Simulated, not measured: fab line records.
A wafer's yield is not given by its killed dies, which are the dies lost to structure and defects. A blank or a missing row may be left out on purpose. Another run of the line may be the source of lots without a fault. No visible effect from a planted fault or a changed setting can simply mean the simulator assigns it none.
One fault seen from 3 desks | flow n5-finfet | each desk holds nothing but its own numbers, with what lay behind them at the end

## THE DEFECT DESK
What the inspections along the route counted, lot by lot: means of the sampled wafers that have a number. A lot is out of limits, marked OUT, if its mean lies more than 4 standard deviations from the usual mean; the brackets give that distance.
Columns: A = raw-defect-count at N5_STI_FIN_REVEAL_INSPECT_13, usual 11; B = raw-defect-count at N5_DUMMY_GATE_INSPECT_17, usual 189
lot  | first seen here | A  | B
L641 | day 3 20:25     | 9  | 165
L642 | day 4 02:06     | 7  | 174
L645 | day 4 22:26     | 8  | 157
L647 | day 5 08:28     | 6  | 173
L649 | day 5 19:25     | 8  | 171
L658 | day 8 01:50     | 11 | 151
This desk found nothing out of limits on any of the 6 lots.

## FOR THE TOOL OWNER'S DESK: litho-track-02
The tool's own readings at N5_DUMMY_GATE_COAT_35 (time 60 s, resist thk 10 nm): means of the sampled wafers that have a number, for each lot that ran on this tool. A lot is out of limits, marked OUT, if its mean lies more than 4 standard deviations from the usual mean; the brackets give that distance.
Columns: A = plate-temp-C at N5_DUMMY_GATE_COAT_35, usual 219.99 C; B = resist-line-temp-C at N5_DUMMY_GATE_COAT_35, usual 23.00 C; C = spin-speed-rpm at N5_DUMMY_GATE_COAT_35, usual 1499.9 rpm
lot  | first seen here | A      | B     | C
L642 | day 4 10:18     | 220.12 | 22.99 | 1499.9
L645 | day 5 07:42     | 220.09 | 23.04 | 1388.7 (-99 or more) OUT
L649 | day 6 03:41     | 219.95 | 22.93 | 1387.0 (-99 or more) OUT
L658 | day 8 11:04     | 220.04 | 22.92 | 1500.2
This desk finds L645, L649 out of limits, L645 being first, at day 5 07:42 (spin-speed-rpm at N5_DUMMY_GATE_COAT_35). In limits: L642, L658.

## FROM THE METROLOGY DESK
What the gauges read, lot by lot, whatever tool the lot ran on: means of the sampled wafers that have a number. A lot is out of limits, marked OUT, if its mean lies more than 4 standard deviations from the usual mean; the brackets give that distance.
Columns: A = thk-nm at N5_DUMMY_GATE_THK_MEAS_05, usual 72.2 nm; B = cd-nm at N5_DUMMY_GATE_CD_MEAS_15, usual 25.01 nm; C = GATE_OVL at N5_DUMMY_GATE_OVL_MEAS_16, usual 0.3 nm
lot  | first seen here | A    | B     | C
L641 | day 4 00:37     | 74.1 | 24.89 | 0.3
L642 | day 4 06:16     | 73.2 | 24.82 | -0.4
L645 | day 5 03:40     | 70.9 | 25.26 | 0.9
L647 | day 5 14:28     | 70.7 | 25.23 | 0.2
L649 | day 5 23:40     | 71.1 | 24.68 | 0.0
L658 | day 8 07:02     | 72.4 | 24.65 | 0.6
This desk found nothing out of limits on any of the 6 lots.

## TAKEN TOGETHER
At day 5 07:42, on L645, L649, the tool owner's desk was in a position to raise an alarm.
The defect desk saw nothing out of limits.
At the metrology desk, nothing out of limits was observed.
The defect desk has L645, L649 on record, within its limits.
The metrology desk has L645, L649 on record, within its limits.
Of the lots named, all ran N5_DUMMY_GATE_COAT_35 on litho-track-02.

## WHAT THE SIMULATOR PUT IN
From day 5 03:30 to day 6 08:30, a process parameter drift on litho-track-02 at N5_DUMMY_GATE_COAT_35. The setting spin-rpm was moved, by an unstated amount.
Lots struck among those shown: L645, L649.
Delay in hours, fault start to first out-of-limits reading, by desk: the tool owner's desk at 4.
